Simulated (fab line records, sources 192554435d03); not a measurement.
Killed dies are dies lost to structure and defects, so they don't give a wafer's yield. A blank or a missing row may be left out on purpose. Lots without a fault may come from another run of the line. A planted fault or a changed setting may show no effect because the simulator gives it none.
Which tool did it? | flow n5_finfet | 12 lots, 34 wafers sampled, at 5 steps of a route of 1938

WHAT THE GAUGES READ, wafer by wafer
The record holds no reading of a measuring or inspecting step that can be judged against a usual standard deviation.

WHICH TOOL RAN EACH LOT (tool, then ch and the chambers of the sampled wafers, then the start)
lot  | N5_BEOL_M5_STRIP_36                | N5_BEOL_M5_CVD_47                | N5_BEOL_M5_SPUTTER_81        | N5_BEOL_M5_ANNEAL_84         | N5_PASSIVATION_PROBE_49
L225 | rie_diel-02 ch 1,2,3, day 7 21:02  | cvd_co-01 ch 0,1,2, day 7 22:38  | pvd_sputter-02, day 8 01:05  | pvd_sputter-02, day 8 02:15  | -
L227 | rie_diel-01 ch 0,1, day 8 17:04    | cvd_co-01 ch 0,1, day 8 18:27    | pvd_sputter-03, day 8 19:43  | pvd_sputter-03, day 8 20:53  | -
L228 | rie_diel-01 ch 1,3, day 8 22:23    | cvd_co-02 ch 0,1,2, day 8 23:41  | pvd_sputter-02, day 9 00:59  | pvd_sputter-02, day 9 02:09  | prober-01, day 13 08:55
L231 | rie_diel-03 ch 0,1, day 9 14:25    | cvd_co-02 ch 0,2, day 9 16:44    | pvd_sputter-03, day 9 17:59  | pvd_sputter-03, day 9 19:10  | -
L233 | rie_diel-02 ch 1,2, day 10 05:56   | cvd_co-02 ch 1,2, day 10 07:13   | pvd_sputter-02, day 10 08:28 | pvd_sputter-02, day 10 09:38 | -
L240 | rie_diel-02 ch 0,2,3, day 12 14:02 | cvd_co-01 ch 0,1, day 12 16:54   | pvd_sputter-01, day 12 18:11 | pvd_sputter-01, day 12 19:21 | -
L242 | rie_diel-03 ch 1,2,3, day 12 19:21 | cvd_co-01 ch 0,1,2, day 12 20:41 | pvd_sputter-02, day 12 21:56 | pvd_sputter-02, day 12 23:07 | -
L243 | rie_diel-03 ch 0,1,2, day 13 13:55 | cvd_co-02 ch 1,2, day 13 16:28   | pvd_sputter-01, day 13 17:43 | pvd_sputter-01, day 13 18:52 | prober-02, day 18 02:08
L245 | rie_diel-01 ch 0,3, day 13 13:55   | cvd_co-01 ch 0,1,2, day 13 16:30 | pvd_sputter-02, day 13 17:47 | pvd_sputter-02, day 13 18:57 | -
L246 | rie_diel-01 ch 0,2,3, day 13 23:55 | cvd_co-01 ch 1,2, day 14 01:44   | pvd_sputter-01, day 14 02:59 | pvd_sputter-01, day 14 04:09 | -
L247 | rie_diel-01 ch 0,2,3, day 14 12:11 | cvd_co-02 ch 1,2, day 14 13:31   | pvd_sputter-02, day 14 14:49 | pvd_sputter-02, day 14 15:59 | -
L248 | rie_diel-01 ch 1,2,3, day 14 21:08 | cvd_co-02 ch 0,2, day 14 22:20   | pvd_sputter-03, day 14 23:38 | pvd_sputter-03, day 15 00:49 | -
- N5_BEOL_M5_STRIP_36: strips in N2/H2.
- N5_BEOL_M5_CVD_47: deposits Co from CCTBA/H2, target thk 3 nm, time 216 s.
- N5_BEOL_M5_SPUTTER_81: material Cu, target thk 15 nm, time 27.62 s.
- N5_BEOL_M5_ANNEAL_84: time 1800 s.
- N5_PASSIVATION_PROBE_49

WHAT THE TOOLS THEMSELVES READ (means of the sampled wafers that have a number; where no wafer has one, the mark that the record gives instead)
N5_BEOL_M5_STRIP_36.
lot  | tool        | chamber_pressure_mTorr (mTorr) | drypump_motor_current_A (A) | oes_product_au (a.u.) | rf_vpp_V (V) | showerhead_plenum_p_Torr (Torr) | throttle_valve_pct (%)
L225 | rie_diel-02 | 19.98                          | 5.8                         | 0.78                  | 59.8         | 2.53                            | 23.5
L227 | rie_diel-01 | 20.00                          | 6.2                         | 0.74                  | 59.9         | 2.45                            | 23.2
L228 | rie_diel-01 | 19.98                          | 6.6                         | 0.70                  | 57.8         | 2.48                            | 23.5
L231 | rie_diel-03 | 19.98                          | 5.7                         | 0.72                  | 60.9         | 2.52                            | 24.1
L233 | rie_diel-02 | 19.96                          | 5.9                         | 0.72                  | 58.0         | 2.46                            | 23.6
L240 | rie_diel-02 | 20.01                          | 5.5                         | 0.79                  | 60.1         | 2.50                            | 23.6
L242 | rie_diel-03 | 19.99                          | 5.3                         | 0.81                  | 57.9         | 2.51                            | 23.8
L243 | rie_diel-03 | 19.97                          | 5.5                         | 0.89                  | 59.7         | 2.53                            | 23.7
L245 | rie_diel-01 | 20.01                          | 5.9                         | 0.79                  | 60.2         | 2.58                            | 23.4
L246 | rie_diel-01 | 20.00                          | 6.0                         | 0.82                  | 58.3         | 2.55                            | 23.6
L247 | rie_diel-01 | 20.04                          | 6.0                         | 0.82                  | 59.4         | 2.55                            | 23.6
L248 | rie_diel-01 | 19.99                          | 6.3                         | 0.86                  | 58.0         | 2.60                            | 23.6

N5_BEOL_M5_CVD_47.
lot  | tool      | run_length_s (s)
L225 | cvd_co-01 | 239.0
L227 | cvd_co-01 | 238.8
L228 | cvd_co-02 | 238.3
L231 | cvd_co-02 | 297.8
L233 | cvd_co-02 | 298.4
L240 | cvd_co-01 | 238.8
L242 | cvd_co-01 | 238.8
L243 | cvd_co-02 | 238.4
L245 | cvd_co-01 | 238.6
L246 | cvd_co-01 | 238.8
L247 | cvd_co-02 | 238.7
L248 | cvd_co-02 | 238.4

N5_BEOL_M5_SPUTTER_81.
lot  | tool           | throttle_valve_pct (%)
L225 | pvd_sputter-02 | 29.3
L227 | pvd_sputter-03 | 29.2
L228 | pvd_sputter-02 | 28.8
L231 | pvd_sputter-03 | 31.0
L233 | pvd_sputter-02 | 29.8
L240 | pvd_sputter-01 | 29.5
L242 | pvd_sputter-02 | 29.5
L243 | pvd_sputter-01 | 29.5
L245 | pvd_sputter-02 | 30.3
L246 | pvd_sputter-01 | 30.0
L247 | pvd_sputter-02 | 29.4
L248 | pvd_sputter-03 | 30.6

N5_BEOL_M5_ANNEAL_84.
lot  | tool           | heater_power_w (W)
L225 | pvd_sputter-02 | 907
L227 | pvd_sputter-03 | 857
L228 | pvd_sputter-02 | 895
L231 | pvd_sputter-03 | 810
L233 | pvd_sputter-02 | 886
L240 | pvd_sputter-01 | 760
L242 | pvd_sputter-02 | 906
L243 | pvd_sputter-01 | 789
L245 | pvd_sputter-02 | 870
L246 | pvd_sputter-01 | 762
L247 | pvd_sputter-02 | 909
L248 | pvd_sputter-03 | 768

N5_PASSIVATION_PROBE_49.
lot  | tool      | defect_limited_yield (%) | killed_at_M0_to_M3 | killed_at_M4_up | killed_at_contacts | killed_at_front_end | killed_at_other | killed_dies | killed_open | killed_short | sort_bin_5_function (%) | sort_bin_6_memory (%) | sort_bin_8_speed (%) | sort_n_pass | sort_yield_pct (%)
L228 | prober-01 | 91.2                     | 38                 | 16              | 10                 | 35                  | 4               | 104         | 68          | 31           | 5.1                     | 3.4                   | 0.00                 | 1076        | 91.2
L243 | prober-02 | 90.6                     | 33                 | 20              | 19                 | 38                  | 1               | 111         | 70          | 38           | 4.9                     | 4.2                   | 0.00                 | 1069        | 90.6

THE ANSWER, worked out from the rows above alone
Rule: what is usual is taken from the lots themselves. Put in order of their means at a reading, lots are off if they are a third of the lots or fewer, leave a main group of 4 or more, and stand apart from it by a gap of 3 or more times the standard deviation of the main group's means; of several such gaps the widest counts. A main group whose means are all the same, to the digits that the tables above print for the reading, isn't used. A lot without any number at a reading at which 4 lots or more have one is off too. The other lots that the step has rows for count as sound. The gauges are gone through in route order, then the tools' own readings, and for those a lot's mean is taken as printed above. The first step at which some lot is off is used, and at that step the reading that is off furthest; a lot without a number counts as furthest.
Off: L231, L233, at N5_BEOL_M5_CVD_47 (run_length_s). The main group: mean 238.7 s, standard deviation 0.22.
A tool fits if, at that step or a process step before it, it ran every lot that is off, and no sound lot after the first of them. None of those tried fits.

WHAT THE SIMULATOR HAD PUT IN
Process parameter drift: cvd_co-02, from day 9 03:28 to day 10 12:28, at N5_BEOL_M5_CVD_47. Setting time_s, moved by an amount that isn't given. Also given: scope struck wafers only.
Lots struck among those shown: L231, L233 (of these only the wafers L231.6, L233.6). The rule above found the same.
